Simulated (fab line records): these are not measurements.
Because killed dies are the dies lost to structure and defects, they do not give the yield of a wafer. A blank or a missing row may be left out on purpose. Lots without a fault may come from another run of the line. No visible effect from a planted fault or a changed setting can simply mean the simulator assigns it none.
Which tool was responsible? || flow nand-harc || 31 wafers from 11 lots sampled at 5 of the route's 1159 steps

== WHAT THE GAUGES SHOWED, per wafer ==
NHARC_END_SORT_01.
{"lot": "L433", "measured": "day 22 17:19", "on": "prober-01", "killed-at-array": "556 583"}

== WHICH TOOL RAN EACH LOT (tool, then ch and the chambers of the sampled wafers, then the start) ==
{"lot": "L423", "NHARC_A_STAIRCASE_TRIM_189": "rie-diel-02 ch 0,3, day 11 07:00 or earlier", "NHARC_A_STAIRCASE_ETCH_190": "rie-diel-02 ch 1,3, day 11 07:00 or earlier", "NHARC_A_STAIRCASE_TRIM_198": "rie-diel-05 ch 0,1, day 11 07:00 or earlier", "NHARC_A_STAIRCASE_ETCH_199": "rie-diel-05 ch 0,1, day 11 07:00"}
{"lot": "L427", "NHARC_A_STAIRCASE_TRIM_189": "rie-diel-05 ch 0,3, day 11 22:22 or earlier", "NHARC_A_STAIRCASE_ETCH_190": "rie-diel-05 ch 1,2, day 11 22:22 or earlier", "NHARC_A_STAIRCASE_TRIM_198": "rie-diel-05 ch 2,3, day 11 22:22 or earlier", "NHARC_A_STAIRCASE_ETCH_199": "rie-diel-05 ch 0,1,3, day 11 22:22"}
{"lot": "L432", "NHARC_A_STAIRCASE_TRIM_189": "rie-diel-02 ch 0,1, day 13 09:26 or earlier", "NHARC_A_STAIRCASE_ETCH_190": "rie-diel-02 ch 0,3, day 13 09:26 or earlier", "NHARC_A_STAIRCASE_TRIM_198": "rie-diel-02 ch 2,3, day 13 09:26 or earlier", "NHARC_A_STAIRCASE_ETCH_199": "rie-diel-02 ch 0,3, day 13 09:26"}
{"lot": "L433", "NHARC_A_STAIRCASE_TRIM_189": "rie-diel-05 ch 0,1, day 13 18:14 or earlier", "NHARC_A_STAIRCASE_ETCH_190": "rie-diel-05 ch 0,1, day 13 18:14 or earlier", "NHARC_A_STAIRCASE_TRIM_198": "rie-diel-02 ch 2,3, day 13 18:14 or earlier", "NHARC_A_STAIRCASE_ETCH_199": "rie-diel-02 ch 2,3, day 13 18:14"}
{"lot": "L436", "NHARC_A_STAIRCASE_TRIM_189": "rie-diel-02 ch 2,3, day 14 00:14 or earlier", "NHARC_A_STAIRCASE_ETCH_190": "rie-diel-02 ch 0,1,2, day 14 00:14 or earlier", "NHARC_A_STAIRCASE_TRIM_198": "rie-diel-05 ch 2,3, day 14 00:14 or earlier", "NHARC_A_STAIRCASE_ETCH_199": "rie-diel-05 ch 0,3, day 14 00:14"}
{"lot": "L438", "NHARC_A_STAIRCASE_TRIM_189": "rie-diel-05 ch 0,3, day 14 19:16 or earlier", "NHARC_A_STAIRCASE_ETCH_190": "rie-diel-05 ch 0,1,3, day 14 19:16 or earlier", "NHARC_A_STAIRCASE_TRIM_198": "rie-diel-11 ch 0,1,2, day 14 19:16 or earlier", "NHARC_A_STAIRCASE_ETCH_199": "rie-diel-11 ch 0,1,2, day 14 19:16"}
{"lot": "L437", "NHARC_A_STAIRCASE_TRIM_189": "rie-diel-05 ch 0,1,3, day 14 19:40 or earlier", "NHARC_A_STAIRCASE_ETCH_190": "rie-diel-05 ch 0,2,3, day 14 19:40 or earlier", "NHARC_A_STAIRCASE_TRIM_198": "rie-diel-11 ch 0,1, day 14 19:40 or earlier", "NHARC_A_STAIRCASE_ETCH_199": "rie-diel-11 ch 0,1,2, day 14 19:40"}
{"lot": "L439", "NHARC_A_STAIRCASE_TRIM_189": "rie-diel-11 ch 0,1,2, day 15 05:43 or earlier", "NHARC_A_STAIRCASE_ETCH_190": "rie-diel-11 ch 0,2, day 15 05:43 or earlier", "NHARC_A_STAIRCASE_TRIM_198": "rie-diel-11 ch 0,1,2, day 15 05:43 or earlier", "NHARC_A_STAIRCASE_ETCH_199": "rie-diel-11 ch 1,2, day 15 05:43"}
{"lot": "L441", "NHARC_A_STAIRCASE_TRIM_189": "rie-diel-02 ch 0,1,2, day 15 06:23 or earlier", "NHARC_A_STAIRCASE_ETCH_190": "rie-diel-02 ch 2,3, day 15 06:23 or earlier", "NHARC_A_STAIRCASE_TRIM_198": "rie-diel-11 ch 0,2, day 15 06:23 or earlier", "NHARC_A_STAIRCASE_ETCH_199": "rie-diel-11 ch 0,1,2, day 15 06:23"}
{"lot": "L445", "NHARC_A_STAIRCASE_TRIM_189": "rie-diel-05 ch 0,2, day 16 14:23 or earlier", "NHARC_A_STAIRCASE_ETCH_190": "rie-diel-05 ch 0,2, day 16 14:23 or earlier", "NHARC_A_STAIRCASE_TRIM_198": "rie-diel-05 ch 2,3, day 16 14:23 or earlier", "NHARC_A_STAIRCASE_ETCH_199": "rie-diel-05 ch 0,2, day 16 14:23"}
{"lot": "L446", "NHARC_A_STAIRCASE_TRIM_189": "rie-diel-11 ch 0,1,3, day 17 04:25 or earlier", "NHARC_A_STAIRCASE_ETCH_190": "rie-diel-11 ch 0,3, day 17 04:25 or earlier", "NHARC_A_STAIRCASE_TRIM_198": "rie-diel-11 ch 0,3, day 17 04:25 or earlier", "NHARC_A_STAIRCASE_ETCH_199": "rie-diel-11 ch 0,2,3, day 17 04:25"}
- NHARC_A_STAIRCASE_TRIM_189: chemistry O2, time 211.2 s.
- NHARC_A_STAIRCASE_ETCH_190: etches the open film in C4F8/O2, target depth 100 nm, time 40.5 s.
- NHARC_A_STAIRCASE_TRIM_198: chemistry O2, time 211.2 s.
- NHARC_A_STAIRCASE_ETCH_199: etches the open film in C4F8/O2, target depth 100 nm, time 40.5 s.

== THE ANSWER, worked out from the rows above alone ==
Rule: the lots themselves supply what counts as usual. Put in order of their means at a reading, lots are off if they are a third of the lots or fewer, leave a main group of 4 or more, and stand apart from it by a gap of 3 or more times the standard deviation of the main group's means; of several such gaps the widest counts. A main group whose means are all the same, to the digits that the tables above print for the reading, isn't used. A lot without any number at a reading at which 4 lots or more have one is off too. The other lots that the step has rows for count as sound.
None of the lots is off at any reading shown; this tells nothing.

== WHAT THE SIMULATOR PUT IN ==
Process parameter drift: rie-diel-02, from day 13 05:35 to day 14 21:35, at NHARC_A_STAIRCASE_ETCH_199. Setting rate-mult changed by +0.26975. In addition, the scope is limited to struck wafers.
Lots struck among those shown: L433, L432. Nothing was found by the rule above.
